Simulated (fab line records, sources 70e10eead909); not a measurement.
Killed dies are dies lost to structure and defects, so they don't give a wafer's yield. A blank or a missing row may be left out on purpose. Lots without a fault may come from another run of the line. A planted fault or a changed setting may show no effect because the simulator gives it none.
Problem report in the 8D (eight disciplines) form, filled by code | flow nand_harc | the parts of the form that need people (team, actions taken, sign-off) are left out

1. THE PROBLEM
thk_nm at NHARC_A_ONON_D1_THK_MEAS_05 reads a mean of 1667 nm on 9 wafers of 3 lots; wafers without a fault read 999 nm with a standard deviation of 10. That is +67 standard deviations from the usual mean.
The step: measures by ellipsometry.
First seen on wafer L830.3, day 11 02:53, on film_metro-02. The record holds 42 wafers of 14 lots with a number at this step. Rule for "out", or "out of limits": more than 4 standard deviations from the usual mean. The other wafers with a number count as sound.

2. WHAT IT IS AND WHAT IT IS NOT
question                    | is                           | is not
which readings at this step | thk_nm                       | -
which lots                  | L830, L832, L834             | L823, L826, L827, L828, L838, L841, L842, L843, L844, L845, L846
which wafers of those lots  | all that have a number       | -
read on which gauges        | film_metro-01, film_metro-02 | -
when                        | from day 11 02:53            | up to then (12 sound wafers); but 21 sound wafers of L838, L841, L842, L843, L844, L845, L846 came after

3. SUSPECTS, AND WHAT RULES EACH OUT
Counting: a tool at a process step up to the reading stays a suspect if it ran every lot that is out and no sound lot after the first of them.
- the gauge at NHARC_A_ONON_D1_THK_MEAS_05: ruled out. The wafers that are out were read on 2 gauges (film_metro-01, film_metro-02).
- pecvd_onon-04 at NHARC_A_ONON_D1_DEP_03 (target thk 1000 nm): ruled out as a lasting fault. Sound lots L844, L845 ran on it after its first lot that is out, L830 (day 11 02:29).
Left after counting: nothing in the record.

4. THE CAUSE (what the simulator had put in)
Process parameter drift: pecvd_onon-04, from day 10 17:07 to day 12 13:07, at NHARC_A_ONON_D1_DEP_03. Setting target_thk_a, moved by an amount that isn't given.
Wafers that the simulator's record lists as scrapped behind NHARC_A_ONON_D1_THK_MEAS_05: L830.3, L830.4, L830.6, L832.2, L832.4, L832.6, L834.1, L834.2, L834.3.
Counting ruled it out, wrongly: the rule takes a fault to strike every lot that its tool runs from its start on, and this one did not.

5. THE CHAIN OF EFFECTS, in route order
Each row: a reading whose mean over the struck wafers that have a number lies more than 3 standard deviations from the usual. Only readings for which the record gives a usual standard deviation are gone through. hours: the time from each lot's start at the first step in this table that gives one to its start at this step, as a median over the lots. sigmas: the change in usual standard deviations.
hours | step                        | reading | usual  | on struck wafers | change | sigmas
0     | NHARC_A_ONON_D1_THK_MEAS_05 | thk_nm  | 999 nm | 1667             | +668   | +67

6. WHAT WOULD HAVE CAUGHT IT SOONER
In this record the first reading out of limits at a measuring or inspecting step was taken at day 11 02:53, 10 hours after the fault began at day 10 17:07.
Of the tool readings at NHARC_A_ONON_D1_DEP_03 for which the record gives a usual standard deviation, none was out on any struck wafer, so an alarm limit of 4 standard deviations on them would not have fired.
